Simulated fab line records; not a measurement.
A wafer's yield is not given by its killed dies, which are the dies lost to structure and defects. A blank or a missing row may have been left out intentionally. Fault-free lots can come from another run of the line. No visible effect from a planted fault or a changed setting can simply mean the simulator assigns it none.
Matching of chambers | flow n5Finfet | rieDiel-03 running N5_GATE_CUT_ETCH_37: 4 sister chambers
The step etches SOC in N2/H2, target depth 60 nm, overetch 12 nm, time 90 s. 8 wafers are shown with their chamber, then 7 later ones without.

== WAFERS WITH THEIR CHAMBER ==
wafer  | chamber | showerheadPlenumPTorr (Torr) | oesProductAu (a.u.)
L074.3 | 3       | 2.73                         | 0.85
L077.6 | 1       | 2.61                         | 0.64
L078.4 | 3       | 2.72                         | 0.84
L078.6 | 0       | 2.57                         | 0.72
L082.5 | 1       | 2.61                         | 0.64
L082.6 | 2       | 2.71                         | 0.79
L085.1 | 2       | 2.71                         | 0.78
L085.2 | 0       | 2.56                         | 0.72

== WAFERS WITH NO CHAMBER GIVEN ==
wafer  | showerheadPlenumPTorr (Torr) | oesProductAu (a.u.)
L085.3 | 2.60                         | 0.63
L088.3 | 2.56                         | 0.72
L088.5 | 2.56                         | 0.71
L088.6 | 2.72                         | 0.82
L094.2 | 2.71                         | 0.78
L094.3 | 2.71                         | 0.81
L094.4 | 2.56                         | 0.71

== WHICH CHAMBER EACH WENT THROUGH ==
wafer  | from the rows above | in truth
L085.3 | 1                   | 1
L088.3 | 0                   | 0
L088.5 | 0                   | 0
L088.6 | 3                   | 3
L094.2 | 2                   | 2
L094.3 | 2                   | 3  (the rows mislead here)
L094.4 | 0                   | 0
Correct placement for 6 of the 7. From these rows, 0 cannot be placed. Number placed wrongly: 1.
How it was worked out, from the rows above alone: a wafer's distance from a chamber is the root of the sum, over the readings, of the square of ((its reading less the chamber's mean) divided by the reading's scatter). If the next closest chamber is less than 2 further off than the closest, the wafer can't be placed; otherwise it belongs to the closest. For every chamber, the mean is computed from those of its wafers that are shown. The scatter: the root of (the sum of the squares of (reading less its chamber's mean) over the shown wafers, divided by (wafers less chambers)).
